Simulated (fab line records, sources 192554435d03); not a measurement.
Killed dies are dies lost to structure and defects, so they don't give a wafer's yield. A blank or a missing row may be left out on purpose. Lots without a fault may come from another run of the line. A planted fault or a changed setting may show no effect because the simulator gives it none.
A struck lot beside a sound one | flow n5_finfet | 15 steps out of a route of 1938
Sound: wafers L451.2, L451.5, L451.6. Struck: wafers L443.4, L443.5, L443.6. The cause comes at the end.
At each step with rows: each side's tool, then ch and its chambers, then its first start. Under that, the readings that differ: sound wafers | struck wafers | difference of the means | sigmas: that difference in standard deviations of wafers without a fault.
alike: readings whose means differ by less than 2 such deviations, and words and numbers that are the same on both sides. not compared: withheld readings, readings that some wafer has no value for, bounds like >300 that may hide the same value, and numbers for which the record gives no deviation and whose values overlap.
The two part at a step that has a row with sigmas, a row that says differs or no value, or rows on one side only. Numbers that don't overlap but have no deviation are shown without sigmas and don't part them. A reading that every wafer of one side lacks parts them only if that side has two wafers or more.

first, 2 steps without rows for these wafers: N5_BEOL_M5_SPUTTER_83 (material Cu, target thk 15 nm, time 27.62 s); N5_BEOL_M5_ANNEAL_84 (time 1800 s).
N5_BEOL_M5_SPUTTER_88: material Cu, target thk 15 nm, time 27.62 s.
  sound on pvd_sputter-01, day 13 10:51; struck on pvd_sputter-02, day 11 16:45
  reading                | sound          | struck         | difference | sigmas
  throttle_valve_pct (%) | 31.7 30.5 31.5 | 29.7 29.7 28.8 | -1.8       | -2
  alike: susceptor_temp_C
then, 1 step without rows for these wafers: N5_BEOL_M5_ANNEAL_89 (time 1800 s).
N5_BEOL_M5_SPUTTER_90: material Cu, target thk 4.5 nm, time 8.29 s.
  sound on pvd_sputter-01, day 13 11:56; struck on pvd_sputter-02, day 11 17:50
  alike: susceptor_temp_C, throttle_valve_pct
then, 2 steps without rows for these wafers: N5_BEOL_M5_ECD_50 (material Cu, target thk 300 nm); N5_BEOL_M5_ANNEAL_51 (time 90 s).
N5_BEOL_M5_CMP_52: polishes, stops on SiCOH lowk, t overpolish 6.9 s, target thk 62 nm.
  sound on cmp-02 ch 0,1,3, day 13 12:34; struck on cmp-02 ch 1,2, day 11 18:23
  alike: barrier_field_endpoint_s, motor_current_A, overpolish_run_s, platen_rpm, time_to_endpoint_s
N5_BEOL_M5_THK_MEAS_53: measures by xrf.
  sound on film_metro-01, day 13 12:47; struck on film_metro-02, day 11 18:41
  alike: M5_THK
N5_BEOL_M5_PRE_CLEAN_77: time 15 s.
  sound on cvd_co-02 ch 1,2, day 13 12:57; struck on cvd_co-01 ch 0,1,2, day 11 18:44
  alike: heater_power_w
  not compared: susceptor_temp_C
N5_BEOL_M5_CO_CAP_78: material Co, precursor CCTBA/H2, target thk 2 nm, time 102.1 s.
  sound on cvd_co-02 ch 1,2, day 13 12:59; struck on cvd_co-01 ch 0,1,2, day 11 18:47
  reading              | sound                | struck               | difference | sigmas
  susceptor_temp_C (C) | 200.16 200.19 200.05 | 199.70 199.76 199.94 | -0.33      | -2
  alike: heater_power_w
then, 1 step without rows for these wafers: N5_BEOL_M5_PRE_CLEAN_55 (time 15 s).
N5_BEOL_M5_DEP_56: deposits SiCN from 3MS/NH3, target thk 8 nm, time 14 s.
  sound on pecvd-03 ch 0,1,2, day 13 13:06; struck on pecvd-04 ch 0,1,2, day 11 18:53
  reading                                  | sound       | struck  | difference | sigmas
  model.SiCN_of_BEOL_M5_DEP_56.thk_nm (nm) | 7.8 7.8 7.8 | 6 6 6.2 | -2         |
  alike: showerhead_plenum_p_Torr, showerhead_vpp_V, throttle_valve_pct
N5_BEOL_M5_RS_MEAS_57: measures by four-point-probe.
  sound on film_metro-02, day 13 13:10; struck on film_metro-01, day 11 18:56
  alike: M5_RS
-- the record jumps here: 4 days lie between the struck wafers' starts before and after (it left off in module BEOL_M5 and takes up again in module PASSIVATION, whose first step shown is number 1936 of the route) --
N5_PASSIVATION_PROBE_49:
  the record has rows for the struck wafers here (prober-02, day 15 13:32) and none for the sound ones

WHERE THEY PART
First at N5_BEOL_M5_SPUTTER_88; last, within this record, at N5_PASSIVATION_PROBE_49.

WHY: what the simulator had put in
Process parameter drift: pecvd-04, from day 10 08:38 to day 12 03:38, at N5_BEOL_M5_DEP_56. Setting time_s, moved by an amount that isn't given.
